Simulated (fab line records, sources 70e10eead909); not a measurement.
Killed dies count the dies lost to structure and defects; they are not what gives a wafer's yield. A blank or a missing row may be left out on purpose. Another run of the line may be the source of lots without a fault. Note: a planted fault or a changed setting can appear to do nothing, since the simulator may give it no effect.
Matching of chambers + flow nand-harc + 4 sister chambers for NHARC_A_STAIRCASE_CMP_472 on cmp-04
The step polishes SiO2. 8 wafers are shown with their chamber, then 7 later ones without.

WAFERS PAIRED WITH THEIR CHAMBERS
| wafer  | chamber | motor-current-A (A) | edge-zone-pressure-frac |
|--------|---------|---------------------|-------------------------|
| L561.2 | 0       | 13.1                | 0.994                   |
| L565.2 | 3       | 12.0                | 1.006                   |
| L565.3 | 1       | 12.7                | 1.007                   |
| L570.1 | 2       | 10.8                | 1.000                   |
| L570.2 | 0       | 12.5                | 0.989                   |
| L570.6 | 1       | 13.4                | 0.996                   |
| L583.1 | 2       | 11.0                | 0.991                   |
| L583.2 | 3       | 12.5                | 1.000                   |

WAFERS MISSING THEIR CHAMBER
| wafer  | motor-current-A (A) | edge-zone-pressure-frac |
|--------|---------------------|-------------------------|
| L583.4 | 13.1                | 0.998                   |
| L582.2 | 13.6                | 0.998                   |
| L582.3 | 12.8                | 0.998                   |
| L582.6 | 12.4                | 0.999                   |
| L581.1 | 12.2                | 0.991                   |
| L581.2 | 13.5                | 1.004                   |
| L581.5 | 12.2                | 1.005                   |

THE CHAMBER EACH PASSED THROUGH
| wafer  | from the rows above               | in truth |
|--------|-----------------------------------|----------|
| L583.4 | can't be placed: 1 or 0 or 3      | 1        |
| L582.2 | can't be placed: 1 or 0           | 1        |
| L582.3 | can't be placed: 1 or 0 or 3      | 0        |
| L582.6 | can't be placed: 3 or 0 or 1      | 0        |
| L581.1 | can't be placed: 0 or 3 or 1 or 2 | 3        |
| L581.2 | can't be placed: 1 or 0           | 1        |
| L581.5 | can't be placed: 3 or 1           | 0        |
Correctly placed: 0 of 7. Cannot be placed on the basis of these rows: 7; the candidates contain the true chamber in 6. Wrongly placed: 0.
How it was worked out, from the rows above alone: a wafer's distance from a chamber is the root of the sum, over the readings, of the square of ((its reading less the chamber's mean) divided by the reading's scatter). The wafer belongs to the nearest chamber; if the next one is less than 2 further off, it can't be placed. A chamber's mean is the mean of its shown wafers. How the scatter is found: for the shown wafers, subtract from each reading the mean of its chamber, square and add these, divide the total by (wafers less chambers), then take the root.
